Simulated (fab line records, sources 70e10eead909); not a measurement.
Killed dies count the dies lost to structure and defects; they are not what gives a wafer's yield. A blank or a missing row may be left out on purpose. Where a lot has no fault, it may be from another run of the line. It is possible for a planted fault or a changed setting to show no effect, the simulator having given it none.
The tool behind it: which one? | flow nand harc | 12 lots, 36 wafers sampled, at 1 step of a route of 1302

## WHAT THE GAUGES READ, wafer by wafer
NHARC_A_CONTACT_CD_MEAS_15.
lot  | measured     | on        | cd nm (nm)
L075 | day 23 04:20 | cd sem-02 | 189.6 189.8 189.0
L077 | day 23 10:07 | cd sem-03 | 189.7 190.8 189.6
L080 | day 24 15:28 | cd sem-02 | 189.8 189.4 188.8
L081 | day 25 07:32 | cd sem-01 | 189.2 189.1 189.8
L085 | day 27 09:41 | cd sem-02 | 190.6 190.0 190.5
L086 | day 27 14:05 | cd sem-01 | 189.9 190.2 189.6
L084 | day 27 16:47 | cd sem-02 | 191.1 190.5 190.3
L091 | day 29 06:55 | cd sem-02 | 189.8 189.8 189.7
L089 | day 29 20:09 | cd sem-02 | 189.4 190.5 189.7
L093 | day 30 11:20 | cd sem-02 | 189.2 190.0 189.9
L095 | day 31 11:35 | cd sem-01 | 190.0 188.7 189.7
L097 | day 31 22:37 | cd sem-01 | 189.9 189.9 189.8

## EACH LOT AND THE TOOL THAT RAN IT (in order: tool; ch and the chambers of the sampled wafers; start)
Record: no process step prior to these readings.

## THE ANSWER, worked out from the rows above alone
Rule: the usual values come from the lots themselves. Put in order of their means at a reading, lots are off if they are a third of the lots or fewer, leave a main group of 4 or more, and stand apart from it by a gap of 3 or more times the standard deviation of the main group's means; of several such gaps the widest counts. A main group whose means are all the same, to the digits that the tables above print for the reading, isn't used. Also off: a lot with no number at a reading for which 4 or more lots have one. All remaining lots with rows at the step are treated as sound.
No lot is off on any of the readings shown, so nothing can be concluded from this.

## WHAT THE SIMULATOR HAD INSERTED
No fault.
